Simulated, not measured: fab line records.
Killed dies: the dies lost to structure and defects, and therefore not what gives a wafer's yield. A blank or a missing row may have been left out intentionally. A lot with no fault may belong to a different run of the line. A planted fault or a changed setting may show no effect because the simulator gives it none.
The tool behind it: which one? / flow nandHarc / 12 lots with 36 wafers sampled at 5 steps, on a route of 1159 steps

## WHAT THE GAUGES READ, wafer by wafer
NHARC_END_SORT_01.
lot=L584; measured=day 22 23:04; on=prober-02; defectLimitedYield (%)=95.1 96.6 94.2; killedAtArray=30 21 38; killedAtOther=1 0 0; killedAtPeriphery=2 2 1; killedDies=33 23 39; killedOpen=4 2 7; killedShort=1 1 3; sort_bin_2_pct (%)=1.0 1.0 1.6; sort_bin_3_pct (%)=0.89 0.15 0.15; sort_bin_4_pct (%)=3.0 2.2 4.0; sortNPass=644 654 638; sortRimYieldPct (%)=93.4 91.5 96.2; sortYieldPct (%)=95.1 96.6 94.2

## WHICH TOOL RAN EACH LOT (tool, then ch and the chambers of the sampled wafers, then the start)
lot=L570; NHARC_A_M1_ETCH_28=rieDiel-01 ch 1,2,3, day 17 09:00 or earlier; NHARC_A_M1_PRE_CLEAN_30=pvdSputter-01, day 17 09:00 or earlier; NHARC_A_M1_PVD_21=pvdSputter-01, day 17 09:00 or earlier; NHARC_A_BONDPAD_SOFTBAKE_04=lithoTrack-02 ch 0, day 17 09:00
lot=L572; NHARC_A_M1_ETCH_28=rieDiel-06 ch 0,1,2, day 18 07:00 or earlier; NHARC_A_M1_PRE_CLEAN_30=pvdSputter-01, day 18 07:00 or earlier; NHARC_A_M1_PVD_21=pvdSputter-01, day 18 07:00 or earlier; NHARC_A_BONDPAD_SOFTBAKE_04=lithoTrack-03 ch 0, day 18 07:00
lot=L575; NHARC_A_M1_ETCH_28=rieDiel-01 ch 0,1,2, day 18 18:00 or earlier; NHARC_A_M1_PRE_CLEAN_30=pvdSputter-02, day 18 18:00 or earlier; NHARC_A_M1_PVD_21=pvdSputter-02, day 18 18:00 or earlier; NHARC_A_BONDPAD_SOFTBAKE_04=lithoTrack-03 ch 0, day 18 18:00
lot=L576; NHARC_A_M1_ETCH_28=rieDiel-03 ch 0,1,3, day 18 23:00 or earlier; NHARC_A_M1_PRE_CLEAN_30=pvdSputter-01, day 18 23:00 or earlier; NHARC_A_M1_PVD_21=pvdSputter-01, day 18 23:00 or earlier; NHARC_A_BONDPAD_SOFTBAKE_04=lithoTrack-03 ch 0, day 18 23:00
lot=L577; NHARC_A_M1_ETCH_28=rieDiel-03 ch 1,2,3, day 19 06:00 or earlier; NHARC_A_M1_PRE_CLEAN_30=pvdSputter-02, day 19 06:00 or earlier; NHARC_A_M1_PVD_21=pvdSputter-02, day 19 06:00 or earlier; NHARC_A_BONDPAD_SOFTBAKE_04=lithoTrack-03 ch 0, day 19 06:00
lot=L579; NHARC_A_M1_ETCH_28=rieDiel-01 ch 0,1,2, day 20 07:00 or earlier; NHARC_A_M1_PRE_CLEAN_30=pvdSputter-01, day 20 07:00 or earlier; NHARC_A_M1_PVD_21=pvdSputter-01, day 20 07:00 or earlier; NHARC_A_BONDPAD_SOFTBAKE_04=lithoTrack-02 ch 0, day 20 07:00
lot=L578; NHARC_A_M1_ETCH_28=rieDiel-03 ch 0,1,3, day 20 08:00 or earlier; NHARC_A_M1_PRE_CLEAN_30=pvdSputter-01, day 20 08:00 or earlier; NHARC_A_M1_PVD_21=pvdSputter-01, day 20 08:00 or earlier; NHARC_A_BONDPAD_SOFTBAKE_04=lithoTrack-05 ch 0, day 20 08:00
lot=L584; NHARC_A_M1_ETCH_28=rieDiel-03 ch 1,2, day 21 15:00 or earlier; NHARC_A_M1_PRE_CLEAN_30=pvdSputter-02, day 21 15:00 or earlier; NHARC_A_M1_PVD_21=pvdSputter-02, day 21 15:00 or earlier; NHARC_A_BONDPAD_SOFTBAKE_04=lithoTrack-02 ch 0, day 21 15:00
lot=L589; NHARC_A_M1_ETCH_28=rieDiel-06 ch 0,1, day 22 11:00 or earlier; NHARC_A_M1_PRE_CLEAN_30=pvdSputter-03, day 22 11:00 or earlier; NHARC_A_M1_PVD_21=pvdSputter-03, day 22 11:00 or earlier; NHARC_A_BONDPAD_SOFTBAKE_04=lithoTrack-05 ch 0, day 22 11:00
lot=L590; NHARC_A_M1_ETCH_28=rieDiel-01 ch 0,2, day 22 21:00 or earlier; NHARC_A_M1_PRE_CLEAN_30=pvdSputter-02, day 22 21:00 or earlier; NHARC_A_M1_PVD_21=pvdSputter-02, day 22 21:00 or earlier; NHARC_A_BONDPAD_SOFTBAKE_04=lithoTrack-03 ch 0, day 22 21:00
lot=L592; NHARC_A_M1_ETCH_28=rieDiel-03 ch 0,1,2, day 23 09:00 or earlier; NHARC_A_M1_PRE_CLEAN_30=pvdSputter-02, day 23 09:00 or earlier; NHARC_A_M1_PVD_21=pvdSputter-02, day 23 09:00 or earlier; NHARC_A_BONDPAD_SOFTBAKE_04=lithoTrack-05 ch 0, day 23 09:00
lot=L593; NHARC_A_M1_ETCH_28=rieDiel-01 ch 1,2,3, day 23 11:00 or earlier; NHARC_A_M1_PRE_CLEAN_30=pvdSputter-01, day 23 11:00 or earlier; NHARC_A_M1_PVD_21=pvdSputter-01, day 23 11:00 or earlier; NHARC_A_BONDPAD_SOFTBAKE_04=lithoTrack-03 ch 0, day 23 11:00
- NHARC_A_M1_ETCH_28: etches the open film in CF4/N2, target depth 30 nm, time 72.99 s.
- NHARC_A_M1_PRE_CLEAN_30: time 30 s.
- NHARC_A_M1_PVD_21: deposits Cu, target thk 30 nm, time 20.49 s.
- NHARC_A_BONDPAD_SOFTBAKE_04: time 70 s.

## WHAT THE TOOLS THEMSELVES READ (means of the sampled wafers that have a number; where no wafer has one, the mark that the record gives instead)
NHARC_A_M1_ETCH_28.
lot=L570; tool=rieDiel-01; drypumpMotorCurrentA (A)=5.5; mfcArSccm (sccm)=149.9; oesProductAu (a.u.)=1.003; rfVppV (V)=313.1; showerheadPlenumPTorr (Torr)=2.60; throttleValvePct (%)=19.798
lot=L572; tool=rieDiel-06; drypumpMotorCurrentA (A)=5.8; mfcArSccm (sccm)=150.1; oesProductAu (a.u.)=0.998; rfVppV (V)=311.4; showerheadPlenumPTorr (Torr)=2.46; throttleValvePct (%)=19.797
lot=L575; tool=rieDiel-01; drypumpMotorCurrentA (A)=5.6; mfcArSccm (sccm)=150.1; oesProductAu (a.u.)=0.998; rfVppV (V)=313.7; showerheadPlenumPTorr (Torr)=2.57; throttleValvePct (%)=19.801
lot=L576; tool=rieDiel-03; drypumpMotorCurrentA (A)=5.7; mfcArSccm (sccm)=149.9; oesProductAu (a.u.)=1.011; rfVppV (V)=314.9; showerheadPlenumPTorr (Torr)=2.65; throttleValvePct (%)=19.807
lot=L577; tool=rieDiel-03; drypumpMotorCurrentA (A)=5.6; mfcArSccm (sccm)=149.8; oesProductAu (a.u.)=1.008; rfVppV (V)=315.0; showerheadPlenumPTorr (Torr)=2.67; throttleValvePct (%)=19.798
lot=L579; tool=rieDiel-01; drypumpMotorCurrentA (A)=5.6; mfcArSccm (sccm)=149.6; oesProductAu (a.u.)=0.998; rfVppV (V)=313.3; showerheadPlenumPTorr (Torr)=2.57; throttleValvePct (%)=19.798
lot=L578; tool=rieDiel-03; drypumpMotorCurrentA (A)=5.7; mfcArSccm (sccm)=150.1; oesProductAu (a.u.)=1.009; rfVppV (V)=313.6; showerheadPlenumPTorr (Torr)=2.65; throttleValvePct (%)=19.803
lot=L584; tool=rieDiel-03; drypumpMotorCurrentA (A)=5.3; mfcArSccm (sccm)=150.2; oesProductAu (a.u.)=1.004; rfVppV (V)=315.4; showerheadPlenumPTorr (Torr)=2.69; throttleValvePct (%)=19.792
lot=L589; tool=rieDiel-06; drypumpMotorCurrentA (A)=5.9; mfcArSccm (sccm)=150.0; oesProductAu (a.u.)=0.996; rfVppV (V)=311.4; showerheadPlenumPTorr (Torr)=2.47; throttleValvePct (%)=19.792
lot=L590; tool=rieDiel-01; drypumpMotorCurrentA (A)=5.6; mfcArSccm (sccm)=149.8; oesProductAu (a.u.)=1.002; rfVppV (V)=313.3; showerheadPlenumPTorr (Torr)=2.56; throttleValvePct (%)=19.803
lot=L592; tool=rieDiel-03; drypumpMotorCurrentA (A)=5.6; mfcArSccm (sccm)=150.0; oesProductAu (a.u.)=1.016; rfVppV (V)=313.5; showerheadPlenumPTorr (Torr)=2.63; throttleValvePct (%)=19.800
lot=L593; tool=rieDiel-01; drypumpMotorCurrentA (A)=5.5; mfcArSccm (sccm)=149.7; oesProductAu (a.u.)=0.996; rfVppV (V)=313.7; showerheadPlenumPTorr (Torr)=2.59; throttleValvePct (%)=19.792

NHARC_A_M1_PRE_CLEAN_30.
lot=L570; tool=pvdSputter-01; heaterPowerW (W)=389
lot=L572; tool=pvdSputter-01; heaterPowerW (W)=400
lot=L575; tool=pvdSputter-02; heaterPowerW (W)=377
lot=L576; tool=pvdSputter-01; heaterPowerW (W)=410
lot=L577; tool=pvdSputter-02; heaterPowerW (W)=384
lot=L579; tool=pvdSputter-01; heaterPowerW (W)=409
lot=L578; tool=pvdSputter-01; heaterPowerW (W)=408
lot=L584; tool=pvdSputter-02; heaterPowerW (W)=368
lot=L589; tool=pvdSputter-03; heaterPowerW (W)=425
lot=L590; tool=pvdSputter-02; heaterPowerW (W)=364
lot=L592; tool=pvdSputter-02; heaterPowerW (W)=381
lot=L593; tool=pvdSputter-01; heaterPowerW (W)=414

NHARC_A_M1_PVD_21.
lot=L570; tool=pvdSputter-01; throttleValvePct (%)=29.1
lot=L572; tool=pvdSputter-01; throttleValvePct (%)=28.8
lot=L575; tool=pvdSputter-02; throttleValvePct (%)=30.5
lot=L576; tool=pvdSputter-01; throttleValvePct (%)=29.4
lot=L577; tool=pvdSputter-02; throttleValvePct (%)=30.3
lot=L579; tool=pvdSputter-01; throttleValvePct (%)=29.2
lot=L578; tool=pvdSputter-01; throttleValvePct (%)=29.3
lot=L584; tool=pvdSputter-02; throttleValvePct (%)=30.3
lot=L589; tool=pvdSputter-03; throttleValvePct (%)=30.5
lot=L590; tool=pvdSputter-02; throttleValvePct (%)=30.3
lot=L592; tool=pvdSputter-02; throttleValvePct (%)=30.4
lot=L593; tool=pvdSputter-01; throttleValvePct (%)=29.4

NHARC_A_BONDPAD_SOFTBAKE_04.
lot=L570; tool=lithoTrack-02; heaterPowerTotalW (W)=201.2
lot=L572; tool=lithoTrack-03; heaterPowerTotalW (W)=199.4
lot=L575; tool=lithoTrack-03; heaterPowerTotalW (W)=199.4
lot=L576; tool=lithoTrack-03; heaterPowerTotalW (W)=199.9
lot=L577; tool=lithoTrack-03; heaterPowerTotalW (W)=202.0
lot=L579; tool=lithoTrack-02; heaterPowerTotalW (W)=200.7
lot=L578; tool=lithoTrack-05; heaterPowerTotalW (W)=202.5
lot=L584; tool=lithoTrack-02; heaterPowerTotalW (W)=232.9
lot=L589; tool=lithoTrack-05; heaterPowerTotalW (W)=201.6
lot=L590; tool=lithoTrack-03; heaterPowerTotalW (W)=200.4
lot=L592; tool=lithoTrack-05; heaterPowerTotalW (W)=201.4
lot=L593; tool=lithoTrack-03; heaterPowerTotalW (W)=199.2

## THE ANSWER, worked out from the rows above alone
Rule: the usual values come from the lots themselves. The widest of any qualifying gaps counts: lots, ordered by their means at a reading, are off when they make up no more than a third of the lots, leave a main group of 4 or more, and stand apart from it by 3 or more times the standard deviation of that group's means. A main group is skipped when, at the precision printed for the reading in the tables above, its means are all equal. A lot without any number at a reading at which 4 lots or more have one is off too. Where the step has rows for the other lots, those lots are counted as sound. After the gauges, taken in route order, come the tools' own readings; for these a lot's mean is taken, as printed above. At the first step where some lot is off, the reading lying furthest off is the one used; lots without a number count as furthest.
Off: L584, at NHARC_A_BONDPAD_SOFTBAKE_04 (heaterPowerTotalW). Main group: mean 200.7 W, sd 1.1.
If a tool, at that step or one of the process steps before it, ran each lot that is off and ran no sound lot following the first of them, it fits. With no start given for some of its lots, NHARC_A_M1_ETCH_28 uses the hours and lot order of NHARC_A_BONDPAD_SOFTBAKE_04. With no start given for some of its lots, NHARC_A_M1_PRE_CLEAN_30 uses the hours and lot order of NHARC_A_BONDPAD_SOFTBAKE_04. With no start given for some of its lots, NHARC_A_M1_PVD_21 uses the hours and lot order of NHARC_A_BONDPAD_SOFTBAKE_04. One fits: lithoTrack-02 at NHARC_A_BONDPAD_SOFTBAKE_04. A fault onset in the window from L579 (day 20 07:00, its last sound lot) to L584 (day 21 15:00, its first lot off) fits.
On the lots that are off, the tool's own readings at NHARC_A_BONDPAD_SOFTBAKE_04 differ by more than 5 times the standard deviation of the sound lots' means, which bears it out; heaterPowerTotalW reads 232.9 W there versus 200.7 W on the sound lots.

## WHAT HAD BEEN PUT IN BY THE SIMULATOR
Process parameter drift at NHARC_A_BONDPAD_SOFTBAKE_04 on lithoTrack-02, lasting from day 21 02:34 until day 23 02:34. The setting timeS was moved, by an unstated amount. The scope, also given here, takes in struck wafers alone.
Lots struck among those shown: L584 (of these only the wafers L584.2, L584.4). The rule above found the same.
